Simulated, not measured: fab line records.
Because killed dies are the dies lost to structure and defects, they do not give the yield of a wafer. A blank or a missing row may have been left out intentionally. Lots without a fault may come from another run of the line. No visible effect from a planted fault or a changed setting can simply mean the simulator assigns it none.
What tool caused it? / flow n5 finfet / at 1 step of a route of 1938, 11 lots with 32 wafers sampled

== WHAT THE GAUGES READ, wafer by wafer ==
N5_BEOL_M13_CD_MEAS_17: target cd 190 nm.
lot=L781; measured=day 10 08:24; on=cd sem-03; cd nm (nm)=189.2 190.7 188.9
lot=L782; measured=day 11 03:06; on=cd sem-03; cd nm (nm)=191.9 191.3 192.3
lot=L789; measured=day 12 23:16; on=cd sem-02; cd nm (nm)=191.8 189.9
lot=L796; measured=day 14 14:25; on=cd sem-02; cd nm (nm)=193.2 190.4 191.6
lot=L798; measured=day 15 07:51; on=cd sem-03; cd nm (nm)=194.7 191.8 192.6
lot=L799; measured=day 15 08:14; on=cd sem-01; cd nm (nm)=193.2 190.3 188.9
lot=L801; measured=day 15 15:47; on=cd sem-03; cd nm (nm)=190.0 194.5 190.2
lot=L800; measured=day 15 16:12; on=cd sem-02; cd nm (nm)=191.0 192.4 192.4
lot=L802; measured=day 16 01:56; on=cd sem-03; cd nm (nm)=187.9 190.8 189.5
lot=L803; measured=day 16 12:01; on=cd sem-01; cd nm (nm)=190.4 190.9 192.0
lot=L804; measured=day 16 12:23; on=cd sem-02; cd nm (nm)=191.4 187.9 189.1

== WHAT TOOL EACH LOT RAN ON (gives the tool, then ch and the chambers of the sampled wafers, and finally the start) ==
No process step before these readings appears in the record.

== THE ANSWER, worked out from the rows above alone ==
Rule: usual is defined by the lots themselves. The widest of any qualifying gaps counts: lots, ordered by their means at a reading, are off when they make up no more than a third of the lots, leave a main group of 4 or more, and stand apart from it by 3 or more times the standard deviation of that group's means. A main group is skipped when, at the precision printed for the reading in the tables above, its means are all equal. A lot without any number at a reading at which 4 lots or more have one is off too. The other lots that the step has rows for count as sound.
No lot is off at any reading shown: from this, nothing can be told.

== WHAT THE SIMULATOR HAD PUT IN ==
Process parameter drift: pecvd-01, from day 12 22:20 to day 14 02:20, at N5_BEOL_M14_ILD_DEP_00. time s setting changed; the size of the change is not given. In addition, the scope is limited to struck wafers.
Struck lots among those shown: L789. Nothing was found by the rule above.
